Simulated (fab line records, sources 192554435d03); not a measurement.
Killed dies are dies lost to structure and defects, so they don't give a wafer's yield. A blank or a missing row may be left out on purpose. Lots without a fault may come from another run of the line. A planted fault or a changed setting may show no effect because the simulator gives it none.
Which tool did it? | flow n5_finfet | 9 lots, 24 wafers sampled, at 6 steps of a route of 1938

WHAT THE GAUGES READ, wafer by wafer
N5_BEOL_M0_CUTY_INSPECT_59: inspects for defects (macro).
lot  | measured     | on                | raw_defect_count
L508 | day 5 17:45  | defect_inspect-02 | 5 2
L512 | day 6 18:23  | defect_inspect-02 | 2 2 3
L513 | day 6 20:44  | defect_inspect-02 | 0 1 2
L515 | day 7 11:04  | defect_inspect-02 | 4 3 1
L518 | day 8 10:28  | defect_inspect-02 | >300 >300 >300
L519 | day 8 12:19  | defect_inspect-01 | >300 >300 >300
L524 | day 9 17:48  | defect_inspect-01 | 3 3 3
L528 | day 11 01:42 | defect_inspect-02 | 4 1
L531 | day 11 14:35 | defect_inspect-02 | 2 2

N5_BEOL_M4_RC_MEAS_101.
lot  | measured     | on        | DIBL_N (mV/V)  | DIBL_P (mV/V)  | IOFF_N (nA/um) | IOFF_P (nA/um) | ION_N (uA/um) | ION_P (uA/um) | SS_N (mV/dec)  | SS_P (mV/dec)  | VT_N (mV)   | VT_P (mV)
L508 | day 7 18:09  | prober-01 | 35.5 33.2      | 36.4 33.5      | 0.16 0.11      | 0.26 0.20      | 669 649       | 475 462       | 72.2 71.1      | 73.6 72.7      | 251 257     | -243.3 -247.6
L512 | day 9 03:50  | prober-01 | 37.2 39.2 38.7 | 35.6 36.4 36.8 | 0.17 0.20 0.18 | 0.23 0.25 0.26 | 688 681 688   | 472 459 473   | 71.7 72.3 72.6 | 74.1 73.8 73.2 | 249 247 249 | -251.1 -249.6 -251.2
L513 | day 9 06:07  | prober-02 | 36.2 34.6 37.3 | 37.4 35.8 39.0 | 0.16 0.13 0.19 | 0.21 0.18 0.23 | 679 671 688   | 463 466 467   | 71.7 71.1 72.2 | 73.2 72.5 74.0 | 249 256 250 | -253.5 -253.8 -251.7
L515 | day 9 07:47  | prober-02 | 32.3 34.5 37.8 | 30.4 33.9 38.5 | 0.09 0.12 0.17 | 0.14 0.18 0.25 | 653 666 672   | 459 465 467   | 70.1 71.4 71.9 | 71.2 73.0 73.8 | 257 251 248 | -253.7 -250.1 -247.8
L518 | day 10 22:55 | prober-02 | 34.5 36.6 36.0 | 33.9 35.8 35.6 | 0.13 0.16 0.16 | 0.19 0.22 0.21 | 677 685 683   | 467 462 465   | 71.6 72.0 71.9 | 73.5 73.9 73.1 | 249 246 247 | -249.3 -250.9 -249.6
L519 | day 11 15:52 | prober-01 | 34.2 35.7 39.3 | 32.9 34.2 38.5 | 0.12 0.14 0.20 | 0.19 0.20 0.28 | 666 675 667   | 463 466 456   | 70.9 71.2 73.3 | 72.2 73.9 73.9 | 253 252 247 | -250.1 -249.2 -248.1
L524 | day 12 19:57 | prober-02 | 32.4 35.0 32.9 | 32.2 36.2 34.0 | 0.11 0.15 0.13 | 0.13 0.18 0.16 | 660 670 675   | 448 458 461   | 70.8 71.6 70.4 | 71.7 73.5 71.8 | 252 250 248 | -256.9 -254.3 -254.9
L528 | day 14 06:56 | prober-02 | 35.6 33.9      | 35.0 33.2      | 0.15 0.13      | 0.20 0.20      | 675 679       | 466 471       | 71.8 70.7      | 73.3 73.0      | 250 252     | -247.7 -248.3
L531 | day 14 01:16 | prober-02 | 34.2 36.9      | 34.1 37.5      | 0.13 0.16      | 0.18 0.23      | 676 672       | 466 468       | 70.1 71.6      | 73.3 74.1      | 251 251     | -251.3 -249.1

WHICH TOOL RAN EACH LOT (tool, then ch and the chambers of the sampled wafers, then the start)
lot  | N5_BEOL_M0_SAQP_ETCH_88           | N5_BEOL_M0_SAQP_CUT_ETCH_46       | N5_BEOL_M0_CUTY_ETCH_62           | N5_BEOL_M0_STRIP_142
L508 | rie_diel-02 ch 1,2, day 5 16:21   | rie_diel-02 ch 1,2, day 5 16:24   | rie_diel-06 ch 0,1, day 5 18:00   | rie_diel-06 ch 0,1, day 5 22:47
L512 | rie_diel-02 ch 0,3, day 6 17:03   | rie_diel-02 ch 0,3, day 6 17:06   | rie_diel-06 ch 0,1,3, day 6 18:26 | rie_diel-06 ch 0,3, day 6 19:54
L513 | rie_diel-02 ch 1,3, day 6 19:25   | rie_diel-02 ch 1,3, day 6 19:28   | rie_diel-05 ch 2,3, day 6 20:49   | rie_diel-05 ch 0,2, day 6 22:52
L515 | rie_diel-01 ch 2,3, day 7 09:38   | rie_diel-01 ch 2,3, day 7 09:41   | rie_diel-06 ch 0,1, day 7 11:08   | rie_diel-06 ch 2,3, day 7 14:28
L518 | rie_diel-02 ch 0,2,3, day 8 09:08 | rie_diel-02 ch 0,2,3, day 8 09:11 | rie_diel-04 ch 0,1, day 8 10:32   | rie_diel-05 ch 0,2, day 8 11:18
L519 | rie_diel-02 ch 0,1, day 8 10:56   | rie_diel-02 ch 0,1, day 8 10:59   | rie_diel-06 ch 1,2, day 8 12:23   | rie_diel-06 ch 1,3, day 8 14:32
L524 | rie_diel-01 ch 0,2,3, day 9 16:35 | rie_diel-01 ch 0,2,3, day 9 16:38 | rie_diel-06 ch 0,2, day 9 17:52   | rie_diel-04 ch 0,1,3, day 9 22:36
L528 | rie_diel-03 ch 2,3, day 11 00:30  | rie_diel-03 ch 2,3, day 11 00:33  | rie_diel-06 ch 1, day 11 01:46    | rie_diel-06 ch 0,1, day 11 09:02
L531 | rie_diel-01 ch 0,2, day 11 12:53  | rie_diel-01 ch 0,2, day 11 12:55  | rie_diel-04 ch 0,2, day 11 14:49  | rie_diel-05 ch 1, day 11 16:13
- N5_BEOL_M0_SAQP_ETCH_88: etches underlayer in N2/H2, target depth 6.5 nm, time 5.2 s.
- N5_BEOL_M0_SAQP_CUT_ETCH_46: etches SOC in N2/H2, target depth 135 nm, overetch 27 nm, time 202.5 s.
- N5_BEOL_M0_CUTY_ETCH_62: etches SiARC in CF4, time 58.5 s.
- N5_BEOL_M0_STRIP_142: strips in N2/H2, time 10 s.

WHAT THE TOOLS THEMSELVES READ (means of the sampled wafers that have a number; where no wafer has one, the mark that the record gives instead)
N5_BEOL_M0_SAQP_ETCH_88.
lot  | tool        | drypump_motor_current_A (A) | etch_rf_on_time_s (s) | oes_product_au (a.u.) | rf_vpp_V (V) | showerhead_plenum_p_Torr (Torr) | throttle_valve_pct (%)
L508 | rie_diel-02 | 5.7                         | 5.10                  | 0.62                  | 521.9        | 2.42                            | 18.15
L512 | rie_diel-02 | 6.4                         | 5.13                  | 0.72                  | 523.0        | 2.54                            | 17.45
L513 | rie_diel-02 | 5.8                         | 5.26                  | 0.64                  | 520.2        | 2.43                            | 17.83
L515 | rie_diel-01 | 6.0                         | 5.22                  | 0.62                  | 526.4        | 2.59                            | 18.00
L518 | rie_diel-02 | 6.1                         | 5.15                  | 0.65                  | 523.1        | 2.47                            | 17.80
L519 | rie_diel-02 | 6.4                         | 5.11                  | 0.71                  | 523.3        | 2.52                            | 17.58
L524 | rie_diel-01 | 6.0                         | 5.15                  | 0.67                  | 524.7        | 2.57                            | 17.82
L528 | rie_diel-03 | 6.5                         | 5.14                  | 0.60                  | 524.8        | 2.55                            | 17.95
L531 | rie_diel-01 | 6.2                         | 5.14                  | 0.70                  | 525.9        | 2.59                            | 17.71

N5_BEOL_M0_SAQP_CUT_ETCH_46.
lot  | tool        | drypump_motor_current_A (A) | rf_vpp_V (V) | showerhead_plenum_p_Torr (Torr) | throttle_valve_pct (%)
L508 | rie_diel-02 | 5.7                         | 520.0        | 2.42                            | 18.09
L512 | rie_diel-02 | 6.4                         | 524.1        | 2.54                            | 17.41
L513 | rie_diel-02 | 5.8                         | 520.5        | 2.43                            | 17.79
L515 | rie_diel-01 | 6.0                         | 525.2        | 2.59                            | 17.97
L518 | rie_diel-02 | 6.1                         | 521.5        | 2.47                            | 17.76
L519 | rie_diel-02 | 6.4                         | 524.0        | 2.52                            | 17.53
L524 | rie_diel-01 | 6.1                         | 525.3        | 2.57                            | 17.76
L528 | rie_diel-03 | 6.5                         | 525.0        | 2.55                            | 17.91
L531 | rie_diel-01 | 6.2                         | 526.2        | 2.59                            | 17.66

N5_BEOL_M0_CUTY_ETCH_62.
lot  | tool        | drypump_motor_current_A (A) | etch_rf_on_time_s (s) | mfc_ar_sccm (sccm) | oes_product_au (a.u.) | rf_vpp_V (V) | showerhead_plenum_p_Torr (Torr) | throttle_valve_pct (%)
L508 | rie_diel-06 | 5.9                         | 59.2                  | 100.08             | 0.60                  | 182.9        | 2.15                            | 15.74
L512 | rie_diel-06 | 5.8                         | 58.0                  | 100.28             | 0.66                  | 183.7        | 2.15                            | 15.60
L513 | rie_diel-05 | 5.8                         | 57.9                  | 100.12             | 0.64                  | 184.1        | 2.21                            | 15.69
L515 | rie_diel-06 | 6.1                         | 58.5                  | 100.19             | 0.60                  | 183.9        | 2.16                            | 15.76
L518 | rie_diel-04 | 5.4                         | 58.8                  | 100.09             | 0.60                  | 185.1        | 2.20                            | 15.83
L519 | rie_diel-06 | 6.5                         | 56.3                  | 100.14             | 0.85                  | 184.7        | 2.20                            | 15.26
L524 | rie_diel-06 | 5.7                         | 60.5                  | 99.96              | 0.64                  | 182.8        | 2.09                            | 15.65
L528 | rie_diel-06 | 6.5                         | 56.0                  | 100.12             | 0.81                  | 183.8        | 2.20                            | 15.29
L531 | rie_diel-04 | 5.5                         | 57.9                  | 100.03             | 0.73                  | 184.6        | 2.21                            | 15.62

N5_BEOL_M0_STRIP_142.
lot  | tool        | drypump_motor_current_A (A) | oes_product_au (a.u.) | rf_vpp_V (V) | showerhead_plenum_p_Torr (Torr) | throttle_valve_pct (%)
L508 | rie_diel-06 | 6.0                         | 0.70                  | 59.3         | 2.50                            | 23.4
L512 | rie_diel-06 | 5.4                         | 0.78                  | 59.7         | 2.47                            | 23.4
L513 | rie_diel-05 | 5.5                         | 0.91                  | 59.5         | 2.57                            | 23.9
L515 | rie_diel-06 | 5.9                         | 0.92                  | 59.5         | 2.59                            | 23.3
L518 | rie_diel-05 | 5.6                         | 0.83                  | 59.3         | 2.62                            | 23.9
L519 | rie_diel-06 | 6.0                         | 0.92                  | 58.9         | 2.60                            | 23.2
L524 | rie_diel-04 | 5.3                         | 0.80                  | 59.4         | 2.57                            | 23.7
L528 | rie_diel-06 | 5.9                         | 0.80                  | 59.0         | 2.48                            | 23.3
L531 | rie_diel-05 | 6.1                         | 0.86                  | 59.0         | 2.58                            | 23.3

THE ANSWER, worked out from the rows above alone
Rule: what is usual is taken from the lots themselves. Put in order of their means at a reading, lots are off if they are a third of the lots or fewer, leave a main group of 4 or more, and stand apart from it by a gap of 3 or more times the standard deviation of the main group's means; of several such gaps the widest counts. A main group whose means are all the same, to the digits that the tables above print for the reading, isn't used. A lot without any number at a reading at which 4 lots or more have one is off too. The other lots that the step has rows for count as sound. The gauges are gone through in route order, then the tools' own readings, and for those a lot's mean is taken as printed above. The first step at which some lot is off is used, and at that step the reading that is off furthest; a lot without a number counts as furthest.
Off: L518, L519, at N5_BEOL_M0_CUTY_INSPECT_59 (raw_defect_count). Without a number there: L518, L519. The main group: mean 2.4, standard deviation 0.73.
A tool fits if, at a process step before that reading, it ran every lot that is off, and no sound lot after the first of them. The gauges at N5_BEOL_M0_CUTY_INSPECT_59 are tried like those tools. One fits: rie_diel-02 at N5_BEOL_M0_SAQP_ETCH_88 and N5_BEOL_M0_SAQP_CUT_ETCH_46. At N5_BEOL_M0_SAQP_ETCH_88 its last sound lot is L513 (day 6 19:25), its first lot that is off L518 (day 8 09:08): a fault that began between those two fits.

WHAT THE SIMULATOR HAD PUT IN
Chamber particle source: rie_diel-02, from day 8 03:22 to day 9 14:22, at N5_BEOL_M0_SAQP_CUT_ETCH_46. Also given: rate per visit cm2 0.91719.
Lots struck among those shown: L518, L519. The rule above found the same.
